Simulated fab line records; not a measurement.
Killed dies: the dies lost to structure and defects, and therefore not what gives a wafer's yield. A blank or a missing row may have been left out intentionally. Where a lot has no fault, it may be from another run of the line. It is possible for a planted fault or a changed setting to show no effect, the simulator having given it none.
Which tool did it? || flow n5-finfet || route of 1938 steps, sampled at 1 step: 11 lots, 31 wafers

## WHAT THE GAUGES SHOWED, per wafer
N5_BEOL_M13_THK_MEAS_50: measures by xrf.
{"lot": "L356", "measured": "day 10 17:38", "on": "film-metro-01", "M13_THK (nm)": "421 418 420"}
{"lot": "L358", "measured": "day 11 22:07", "on": "film-metro-02", "M13_THK (nm)": "414 412 414"}
{"lot": "L361", "measured": "day 13 10:42", "on": "film-metro-01", "M13_THK (nm)": "425 432 424"}
{"lot": "L367", "measured": "day 14 12:21", "on": "film-metro-01", "M13_THK (nm)": "403 406 403"}
{"lot": "L369", "measured": "day 14 16:25", "on": "film-metro-02", "M13_THK (nm)": "416 416 419"}
{"lot": "L370", "measured": "day 15 01:49", "on": "film-metro-01", "M13_THK (nm)": "415 408 428"}
{"lot": "L371", "measured": "day 15 07:25", "on": "film-metro-01", "M13_THK (nm)": "413 412 413"}
{"lot": "L373", "measured": "day 15 20:23", "on": "film-metro-02", "M13_THK (nm)": "429 423 415"}
{"lot": "L374", "measured": "day 16 08:08", "on": "film-metro-01", "M13_THK (nm)": "421 423"}
{"lot": "L376", "measured": "day 17 06:31", "on": "film-metro-02", "M13_THK (nm)": "419 435"}
{"lot": "L377", "measured": "day 17 13:11", "on": "film-metro-02", "M13_THK (nm)": "410 409 410"}

## WHICH TOOL RAN EACH LOT (tool, then ch and the chambers of the sampled wafers, then the start)
No process step before these readings appears in the record.

## THE ANSWER, worked out from the rows above alone
Rule: usual is defined by the lots themselves. Put in order of their means at a reading, lots are off if they are a third of the lots or fewer, leave a main group of 4 or more, and stand apart from it by a gap of 3 or more times the standard deviation of the main group's means; of several such gaps the widest counts. Not used: any main group whose means are identical at the precision the tables above print for the reading. Also off: a lot with no number at a reading for which 4 or more lots have one. Where the step has rows for the other lots, those lots are counted as sound.
No lot is off on any of the readings shown, so nothing can be concluded from this.

## WHAT THE SIMULATOR HAD PUT IN
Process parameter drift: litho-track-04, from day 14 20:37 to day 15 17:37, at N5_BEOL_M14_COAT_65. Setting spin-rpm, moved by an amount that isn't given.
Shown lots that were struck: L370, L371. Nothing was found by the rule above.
